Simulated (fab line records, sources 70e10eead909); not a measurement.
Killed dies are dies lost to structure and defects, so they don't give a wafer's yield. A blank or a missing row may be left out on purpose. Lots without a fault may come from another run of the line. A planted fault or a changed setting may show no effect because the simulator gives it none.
Chamber matching | flow nand_harc | NHARC_A_STAIRCASE_ALD_420 on ald_hk-04: 4 sister chambers
The step deposits SiO2, target thk 20 nm, pulse time 6 s, ald cycles 200. 18 wafers are shown with their chamber, then 9 later ones without.

WAFERS WITH THEIR CHAMBER
wafer  | chamber | heater_power_outer_w (W) | heater_power_w (W) | precursor_pulse_height_rel
L074.1 | 0       | 252                      | 487                | 1.035
L074.2 | 1       | 243                      | 438                | 1.015
L074.5 | 2       | 231                      | 415                | 1.011
L077.1 | 3       | 266                      | 459                | 1.007
L077.3 | 0       | 257                      | 472                | 0.992
L077.6 | 3       | 280                      | 450                | 0.988
L083.2 | 3       | 270                      | 468                | 0.999
L083.3 | 1       | 246                      | 446                | 0.991
L083.5 | 0       | 253                      | 479                | 0.996
L084.1 | 0       | 251                      | 461                | 1.010
L084.4 | 3       | 276                      | 462                | 0.999
L084.6 | 3       | 268                      | 453                | 1.033
L088.3 | 3       | 280                      | 467                | 1.008
L088.5 | 1       | 246                      | 446                | 1.028
L088.6 | 0       | 249                      | 467                | 0.983
L086.1 | 2       | 239                      | 421                | 1.006
L086.5 | 0       | 255                      | 472                | 1.007
L086.6 | 1       | 247                      | 447                | 0.979

SIGNATURES (means of the wafers above)
reading                    | chamber 0 | chamber 1 | chamber 2 | chamber 3 | scatter within a chamber
heater_power_outer_w       | 252.83    | 245.50    | 235.00    | 273.33    | 4.4
heater_power_w             | 473.00    | 444.25    | 418.00    | 459.83    | 7.33
precursor_pulse_height_rel | 1.00383   | 1.00325   | 1.00850   | 1.00567   | 0.0175
Rule: a wafer's distance from a chamber is the root of the sum, over the readings, of the square of ((its reading less the chamber's mean) divided by the reading's scatter). The wafer belongs to the nearest chamber; if the next one is less than 2 further off, it can't be placed. The scatter: the root of (the sum of the squares of (reading less its chamber's mean) over the shown wafers, divided by (wafers less chambers)).

WAFERS WITHOUT THEIR CHAMBER
wafer  | heater_power_outer_w (W) | heater_power_w (W) | precursor_pulse_height_rel
L093.4 | 239                      | 425                | 0.976
L093.5 | 245                      | 466                | 1.007
L093.6 | 264                      | 465                | 1.025
L091.1 | 248                      | 461                | 1.000
L091.3 | 241                      | 408                | 1.020
L091.4 | 260                      | 456                | 0.995
L096.3 | 253                      | 448                | 1.021
L096.5 | 272                      | 457                | 1.011
L096.6 | 250                      | 464                | 1.006

WHICH CHAMBER EACH WENT THROUGH
wafer  | from the rows above          | in truth
L093.4 | can't be placed: 2 or 1      | 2
L093.5 | can't be placed: 0 or 1      | 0
L093.6 | can't be placed: 3 or 0      | 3
L091.1 | can't be placed: 0 or 1      | 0
L091.3 | 2                            | 2
L091.4 | can't be placed: 0 or 3 or 1 | 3
L096.3 | can't be placed: 1 or 0      | 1
L096.5 | 3                            | 3
L096.6 | can't be placed: 0 or 1      | 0
Placed correctly: 2 of 9. Can't be placed from these rows: 7 (the true chamber is among the candidates in 7). Placed wrongly: 0.
